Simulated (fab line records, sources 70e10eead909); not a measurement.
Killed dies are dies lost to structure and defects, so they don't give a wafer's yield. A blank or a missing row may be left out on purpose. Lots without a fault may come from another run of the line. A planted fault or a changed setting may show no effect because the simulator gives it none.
Which tool did it? | flow nand_harc | 7 lots, 21 wafers sampled, at 3 steps of a route of 1302

WHAT THE GAUGES READ, wafer by wafer
NHARC_P_M0_CD_MEAS_09: target cd 90 nm.
lot  | measured     | on        | cd_nm (nm)
L419 | day 6 10:07  | cd_sem-01 | 89.7 89.9 89.3
L421 | day 7 06:07  | cd_sem-03 | 89.3 90.1 89.4
L423 | day 8 03:17  | cd_sem-01 | 90.1 89.4 89.9
L426 | day 9 13:54  | cd_sem-03 | 89.8 91.2 90.2
L432 | day 12 03:11 | cd_sem-02 | 76.3 76.1 76.0
L437 | day 14 06:32 | cd_sem-03 | 90.9 89.8 90.5
L440 | day 15 03:23 | cd_sem-01 | 90.7 89.0 89.7

WHICH TOOL RAN EACH LOT (tool, then ch and the chambers of the sampled wafers, then the start)
lot  | NHARC_P_CONTACT_ETCH_36                       | NHARC_P_M0_EXPOSE_06
L419 | rie_diel-06 ch 0,1, day 6 07:01 or earlier    | arfi_scanner-03 ch 0, day 6 09:58
L421 | rie_diel-06 ch 0,3, day 7 02:59 or earlier    | arfi_scanner-02 ch 0, day 7 05:58
L423 | rie_diel-11 ch 0,1,2, day 8 00:10 or earlier  | arfi_scanner-01 ch 0, day 8 03:09
L426 | rie_diel-06 ch 0,2,3, day 9 10:47 or earlier  | arfi_scanner-02 ch 0, day 9 13:46
L432 | rie_diel-08 ch 0,1,3, day 12 00:10 or earlier | arfi_scanner-01 ch 0, day 12 03:03
L437 | rie_diel-11 ch 0,3, day 14 03:05 or earlier   | arfi_scanner-02 ch 0, day 14 06:24
L440 | rie_diel-11 ch 0,1,3, day 15 00:17 or earlier | arfi_scanner-03 ch 0, day 15 03:15
- NHARC_P_CONTACT_ETCH_36: etches the open film in N2/H2, target depth 260 nm, time 406.25 s.
- NHARC_P_M0_EXPOSE_06: exposes mask P M0, target cd 90 nm.

THE ANSWER, worked out from the rows above alone
Rule: what is usual is taken from the lots themselves. Put in order of their means at a reading, lots are off if they are a third of the lots or fewer, leave a main group of 4 or more, and stand apart from it by a gap of 3 or more times the standard deviation of the main group's means; of several such gaps the widest counts. A main group whose means are all the same, to the digits that the tables above print for the reading, isn't used. A lot without any number at a reading at which 4 lots or more have one is off too. The other lots that the step has rows for count as sound.
Off: L432, at NHARC_P_M0_CD_MEAS_09 (cd_nm). The main group: mean 89.9 nm, standard deviation 0.33.
A tool fits if, at a process step before that reading, it ran every lot that is off, and no sound lot after the first of them. The gauges at NHARC_P_M0_CD_MEAS_09 are tried like those tools. NHARC_P_CONTACT_ETCH_36 gives no start for some lots, so the hours and the order of its lots are those of NHARC_P_CONTACT_CD_MEAS_19. Can't be told from this: 3 tools fit, rie_diel-08 at NHARC_P_CONTACT_ETCH_36, arfi_scanner-01 at NHARC_P_M0_EXPOSE_06, cd_sem-02 at NHARC_P_M0_CD_MEAS_09.

WHAT THE SIMULATOR HAD PUT IN
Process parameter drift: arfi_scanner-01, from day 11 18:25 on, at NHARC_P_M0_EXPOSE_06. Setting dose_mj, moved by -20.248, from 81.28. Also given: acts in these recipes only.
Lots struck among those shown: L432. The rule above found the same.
